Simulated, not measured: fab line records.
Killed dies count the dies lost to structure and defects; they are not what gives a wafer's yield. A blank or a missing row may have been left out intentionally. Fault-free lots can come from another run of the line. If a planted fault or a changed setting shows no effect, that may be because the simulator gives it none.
Matching of chambers ; flow n5-finfet ; N5_BEOL_M1_DEP_57 on pecvd-04 has 3 sister chambers
The step deposits SiCN from 3MS/NH3, target thk 8 nm, time 14 s. 6 wafers are shown with their chamber, then 8 later ones without.

WAFERS WITH THEIR CHAMBER
wafer;chamber;throttle-valve-pct (%);showerhead-plenum-p-Torr (Torr)
L084.5;1;8.8;3.675
L086.2;1;8.6;3.673
L089.1;0;9.5;3.667
L089.3;2;8.7;3.656
L089.4;0;9.4;3.669
L095.1;2;8.4;3.658

WAFERS WHOSE CHAMBER IS MISSING
wafer;throttle-valve-pct (%);showerhead-plenum-p-Torr (Torr)
L095.2;8.4;3.678
L095.3;9.5;3.673
L095.4;8.6;3.670
L095.5;8.6;3.654
L095.6;9.3;3.666
L097.3;8.9;3.653
L097.5;8.2;3.645
L097.6;8.8;3.670

CHAMBER TAKEN BY EACH
wafer;from the rows above;in truth
L095.2;1;1
L095.3;can't be placed: 0 or 1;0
L095.4;1;1
L095.5;2;2
L095.6;0;0
L097.3;2;2
L097.5;2;2
L097.6;can't be placed: 1 or 0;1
Correctly placed: 6 of 8. These rows do not allow placing 2 (true chamber among the candidates in 2). Placed wrongly: 0.
How it was worked out, from the rows above alone: a wafer's distance from a chamber is the root of the sum, over the readings, of the square of ((its reading less the chamber's mean) divided by the reading's scatter). The wafer belongs to the nearest chamber; if the next one is less than 2 further off, it can't be placed. Each chamber's mean is taken over the wafers shown for it. The scatter is the square root of a quotient: the sum, over the shown wafers, of each reading's squared deviation from its chamber's mean, divided by wafers minus chambers.
